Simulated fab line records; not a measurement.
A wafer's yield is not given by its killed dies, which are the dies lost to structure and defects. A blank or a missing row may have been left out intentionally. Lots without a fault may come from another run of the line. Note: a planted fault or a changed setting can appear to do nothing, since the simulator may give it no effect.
Which of the tools did it?    flow nand harc    36 wafers from 12 lots sampled at 4 of the route's 1302 steps

== WHAT EACH GAUGE READ, for each wafer ==
NHARC_A_CONTACT_CD_MEAS_08 targets a cd of 200 nm.
lot   measured      on         cd nm (nm)
L076  day 21 22:52  cd sem-03  199.6 199.6 200.1
L074  day 22 02:02  cd sem-03  200.2 200.3 200.0
L080  day 23 09:47  cd sem-02  200.0 200.0 199.2
L081  day 24 18:51  cd sem-02  200.3 200.7 200.3
L083  day 25 10:58  cd sem-01  199.2 199.2 199.4
L085  day 25 15:50  cd sem-02  200.1 199.8 199.5
L087  day 26 05:04  cd sem-02  200.2 200.5 199.7
L089  day 27 08:58  cd sem-03  200.4 199.7 199.9
L091  day 27 20:25  cd sem-03  200.0 199.7 199.9
L092  day 28 13:21  cd sem-01  199.6 200.2 200.7
L094  day 29 19:38  cd sem-02  199.9 200.3 199.3
L096  day 31 01:17  cd sem-01  199.2 199.4 199.1

== WHAT TOOL EACH LOT RAN ON (gives the tool, then ch and the chambers of the sampled wafers, and finally the start) ==
lot   NHARC_A_CONTACT_ETCH_132              NHARC_A_CONTACT_ETCH_97                        NHARC_A_CONTACT_DEP_84
L076  har cap etch-02 ch 0, day 21 18:17    rie diel-07 ch 0,2,3, day 21 20:23 or earlier  acl dep-01 ch 0, day 21 20:23
L074  har cap etch-02 ch 0,1, day 21 21:29  rie diel-07 ch 0,2,3, day 22 00:08 or earlier  acl dep-03 ch 0, day 22 00:08
L080  har cap etch-01 ch 0,1, day 23 04:00  rie diel-03 ch 0,3, day 23 07:53 or earlier    acl dep-02 ch 0, day 23 07:53
L081  har cap etch-02 ch 1, day 24 09:50    rie diel-03 ch 0,1, day 24 16:24 or earlier    acl dep-02 ch 0, day 24 16:24
L083  har cap etch-03 ch 0,1, day 25 02:08  rie diel-03 ch 0,1,2, day 25 08:37 or earlier  acl dep-01 ch 0, day 25 08:37
L085  har cap etch-03 ch 1, day 25 06:03    rie diel-07 ch 0,2,3, day 25 13:38 or earlier  acl dep-03 ch 0, day 25 13:38
L087  har cap etch-03 ch 0,1, day 25 22:11  rie diel-05 ch 0,1,3, day 26 02:45 or earlier  acl dep-03 ch 0, day 26 02:45
L089  har cap etch-01 ch 0,1, day 27 01:02  rie diel-03 ch 1,2,3, day 27 06:37 or earlier  acl dep-01 ch 0, day 27 06:37
L091  har cap etch-02 ch 0,1, day 27 15:41  rie diel-05 ch 0,1,3, day 27 17:58 or earlier  acl dep-02 ch 0, day 27 17:58
L092  har cap etch-01 ch 0,1, day 28 07:23  rie diel-07 ch 0,3, day 28 10:53 or earlier    acl dep-02 ch 0, day 28 10:53
L094  har cap etch-01 ch 0,1, day 29 15:09  rie diel-07 ch 0,1, day 29 17:17 or earlier    acl dep-02 ch 0, day 29 17:17
L096  har cap etch-01 ch 0,1, day 30 19:11  rie diel-03 ch 1,2,3, day 30 22:57 or earlier  acl dep-02 ch 0, day 30 22:57
- NHARC_A_CONTACT_ETCH_132: etches the open film in C4F8/O2/Ar, time 197 s, target depth 1924 nm.
- NHARC_A_CONTACT_ETCH_97: etches the open film in C4F6/O2, target depth 20 nm, time 10 s.
- NHARC_A_CONTACT_DEP_84: deposits aC, target thk 2800 nm.

== THE ANSWER, worked out from the rows above alone ==
Rule: the usual values come from the lots themselves. The widest of any qualifying gaps counts: lots, ordered by their means at a reading, are off when they make up no more than a third of the lots, leave a main group of 4 or more, and stand apart from it by 3 or more times the standard deviation of that group's means. If all means in a main group match to the digits the tables above print for the reading, that group is not used. Also off: a lot with no number at a reading for which 4 or more lots have one. Where the step has rows for the other lots, those lots are counted as sound.
Nothing can be told from this: no lot is off at any reading shown.

== WHAT THE SIMULATOR PUT IN ==
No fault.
